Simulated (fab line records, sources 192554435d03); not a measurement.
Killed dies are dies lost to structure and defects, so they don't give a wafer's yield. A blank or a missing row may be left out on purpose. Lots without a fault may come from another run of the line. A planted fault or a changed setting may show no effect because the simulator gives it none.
Chamber matching | flow n5_finfet | N5_BEOL_M2_ETCH_63 on rie_diel-02: 4 sister chambers
The step etches SiARC in CF4, target depth 15.6 nm, time 26 s. 4 wafers are shown with their chamber, then 8 later ones without.

WAFERS WITH THEIR CHAMBER
wafer  | chamber | showerhead_plenum_p_Torr (Torr)
L078.4 | 3       | 2.20
L082.3 | 2       | 2.14
L082.6 | 1       | 2.14
L087.3 | 0       | 2.16

WAFERS WITHOUT THEIR CHAMBER
wafer  | showerhead_plenum_p_Torr (Torr)
L087.4 | 2.13
L087.6 | 2.19
L090.2 | 2.13
L090.4 | 2.13
L090.5 | 2.16
L094.1 | 2.12
L094.2 | 2.15
L094.6 | 2.12

WHICH CHAMBER EACH WENT THROUGH
wafer  | from the rows above          | in truth
L087.4 | can't be placed: 1 or 2 or 0 | 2
L087.6 | can't be placed: 3 or 0      | 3
L090.2 | can't be placed: 1 or 2 or 0 | 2
L090.4 | can't be placed: 1 or 2 or 0 | 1
L090.5 | can't be placed: 0 or 1 or 2 | 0
L094.1 | can't be placed: 1 or 2 or 0 | 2
L094.2 | can't be placed: 1 or 2 or 0 | 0
L094.6 | can't be placed: 1 or 2 or 0 | 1
Placed correctly: 0 of 8. Can't be placed from these rows: 8 (the true chamber is among the candidates in 8). Placed wrongly: 0.
How it was worked out, from the rows above alone: a wafer's distance from a chamber is the root of the sum, over the readings, of the square of ((its reading less the chamber's mean) divided by the reading's scatter). The wafer belongs to the nearest chamber; if the next one is less than 2 further off, it can't be placed. A chamber's mean is the mean of its shown wafers. The scatter: with one shown wafer a chamber, the root of the mean of the squares of how far each hidden wafer lies from its nearest shown one.
